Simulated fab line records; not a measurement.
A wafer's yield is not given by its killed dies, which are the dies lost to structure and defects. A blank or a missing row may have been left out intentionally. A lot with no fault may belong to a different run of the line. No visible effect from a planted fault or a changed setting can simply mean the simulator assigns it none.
Split-lot experiment ; flow n5_finfet ; on a route of 1938 steps: 7 lots, 39 wafers read

THE SPLIT ITSELF
At N5_SPACER0_ALD_00 (deposits SiOCN, target thk 3.5 nm, pulse time 3 s, purge time 2 s), the setting ald_cycles was moved away from the recipe's 58 on 15 of the 39 wafers read, by -31.0% to +37.9%. This setting was run at the recipe's value on the other wafers.

The reading is taken at the split's own step.

THE READING
SiOCN_of_SPACER0_ALD_00.thk_nm (the simulator's own value, which no gauge read), in nm, at N5_SPACER0_ALD_00 (deposits SiOCN, target thk 3.5 nm, pulse time 3 s, purge time 2 s). The file does not state a usual value for it. Across the 24 wafers here that went through the recipe, the average is 3.5 nm and the standard deviation 0.1 nm.

wafer;tool, chamber at the split;ald_cycles as run;against the recipe;SiOCN_of_SPACER0_ALD_00.thk_nm, nm;against lot-mates on the recipe
L076.1;ald_sin-03, 0,2,1;80;+37.9%;4.8;+1.2
L076.2;ald_sin-03, 0,2,1;80;+37.9%;4.8;+1.2
L076.4;ald_sin-03, 0,2,1;80;+37.9%;4.8;+1.2
L076.3;ald_sin-03, 3,0,3;58;recipe;3.6;-
L076.5;ald_sin-03, 3,0,3;58;recipe;3.6;-
L076.6;ald_sin-03, 3,0,3;58;recipe;3.6;-
L077.1;ald_sin-03, 2;42;-27.6%;2.6;-0.8
L077.6;ald_sin-03, 2;42;-27.6%;2.6;-0.8
L077.2;ald_sin-03, 3,0,1;58;recipe;3.4;-
L077.3;ald_sin-03, 3,0,1;58;recipe;3.4;-
L077.5;ald_sin-03, 3,0,1;58;recipe;3.4;-
L077.4;ald_sin-03, 1;42;-27.6%;2.4;-1.0
L079.1;ald_sin-02, 2,3,0;75;+29.3%;4.6;+1.1
L079.3;ald_sin-02, 2,3,0;75;+29.3%;4.6;+1.1
L079.6;ald_sin-02, 2,3,0;75;+29.3%;4.6;+1.1
L079.2;ald_sin-02, 0,3;58;recipe;3.6;-
L079.5;ald_sin-02, 0,3;58;recipe;3.6;-
L079.4;ald_sin-02, 1;58;recipe;3.4;-
L082.1;ald_sin-04, 0;58;recipe;3.6;-
L082.4;ald_sin-04, 2;58;recipe;3.4;-
L082.6;ald_sin-04, 2;58;recipe;3.4;-
L083.1;ald_sin-03, 2,3,2;40;-31.0%;2.4;-1.1
L083.3;ald_sin-03, 2,3,2;40;-31.0%;2.4;-1.1
L083.6;ald_sin-03, 2,3,2;40;-31.0%;2.4;-1.1
L083.2;ald_sin-03, 0;58;recipe;3.4;-
L083.4;ald_sin-03, 0,3;58;recipe;3.6;-
L083.5;ald_sin-03, 0,3;58;recipe;3.6;-
L087.1;ald_sin-02, 0,2,2;58;recipe;3.6;-
L087.3;ald_sin-02, 0,2,2;58;recipe;3.6;-
L087.5;ald_sin-02, 0,2,2;58;recipe;3.6;-
L087.2;ald_sin-02, 1,3,3;58;recipe;3.4;-
L087.4;ald_sin-02, 1,3,3;58;recipe;3.4;-
L087.6;ald_sin-02, 1,3,3;58;recipe;3.4;-
L092.1;ald_sin-03, 0,2,3;70;+20.7%;4.2;+0.7
L092.5;ald_sin-03, 0,2,3;70;+20.7%;4.2;+0.7
L092.6;ald_sin-03, 0,2,3;70;+20.7%;4.2;+0.7
L092.2;ald_sin-03, 1,2;58;recipe;3.4;-
L092.3;ald_sin-03, 1,2;58;recipe;3.4;-
L092.4;ald_sin-03, 3;58;recipe;3.6;-
When a row names more than one chamber, that row covers several wafers, and the file does not tell which wafer ran in which chamber.

THE FIT
A straight line over all 39 wafers: SiOCN_of_SPACER0_ALD_00.thk_nm changes by +0.0352 nm for each +1% of ald_cycles; r = +0.99; the points scatter about the line by 0.088 nm.
The same after taking each lot's own level away (the mean of its wafers on the recipe; 39 wafers): +0.0339 nm for each +1%; r = +0.99; scatter 0.085 nm.
That fit puts the effect of the largest move of ald_cycles on the reading at 1.3 nm.
Across the lots, their own levels run from 3.40 to 3.60 nm, a range of 2.0 times the standard deviation given above.
The two slopes are in agreement: the lot-to-lot level therefore moves the slope only a little.
Check: with one of the wafers moved furthest among these (+37.9%) left out of the fit, the line predicts +1.3 nm for it against its lot-mates. Against them it came out at +1.2 nm.

OTHER SPLITS APPLIED TO THESE WAFERS
Note: prior to the reading, these wafers also went through further splits. Each is held against what the fit with the lots' levels taken away leaves over:
other split on the same wafers;wafers away from the commonest value;r with SiOCN_of_SPACER0_ALD_00.thk_nm (lot level and that fit taken away)
N5_FIN_CUT_CUT_ETCH_15 time_s;12;+0.17

THE FILE'S OWN FIT
SiOCN_of_SPACER0_ALD_00.thk_nm changes by +0.0339 nm for each +1% of ald_cycles, r = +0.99.
